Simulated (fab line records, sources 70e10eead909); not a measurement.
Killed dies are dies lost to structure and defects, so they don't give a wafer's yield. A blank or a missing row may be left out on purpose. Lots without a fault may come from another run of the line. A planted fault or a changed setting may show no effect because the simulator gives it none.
Chamber matching | flow nand_harc | NHARC_P_CONTACT_DESCUM_17 on rie_diel-09: 4 sister chambers
The step chemistry O2, time 3 s. 4 wafers are shown with their chamber, then 9 later ones without.

WAFERS WITH THEIR CHAMBER
wafer  | chamber | drypump_motor_current_A (A)
L080.4 | 3       | 6.0
L087.3 | 2       | 6.6
L087.5 | 0       | 5.9
L087.6 | 1       | 5.9

WAFERS WITHOUT THEIR CHAMBER
wafer  | drypump_motor_current_A (A)
L091.3 | 5.9
L091.4 | 6.1
L091.5 | 5.9
L092.3 | 6.0
L092.4 | 5.9
L092.6 | 5.9
L092.1 | 5.9
L092.2 | 6.6
L092.5 | 5.9

WHICH CHAMBER EACH WENT THROUGH
wafer  | from the rows above     | in truth
L091.3 | can't be placed: 0 or 1 | 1
L091.4 | 3                       | 3
L091.5 | can't be placed: 0 or 1 | 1
L092.3 | 3                       | 3
L092.4 | can't be placed: 0 or 1 | 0
L092.6 | can't be placed: 0 or 1 | 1
L092.1 | can't be placed: 0 or 1 | 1
L092.2 | 2                       | 2
L092.5 | can't be placed: 0 or 1 | 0
Placed correctly: 3 of 9. Can't be placed from these rows: 6 (the true chamber is among the candidates in 6). Placed wrongly: 0.
How it was worked out, from the rows above alone: a wafer's distance from a chamber is the root of the sum, over the readings, of the square of ((its reading less the chamber's mean) divided by the reading's scatter). The wafer belongs to the nearest chamber; if the next one is less than 2 further off, it can't be placed. A chamber's mean is the mean of its shown wafers. The scatter: with one shown wafer a chamber, the root of the mean of the squares of how far each hidden wafer lies from its nearest shown one.
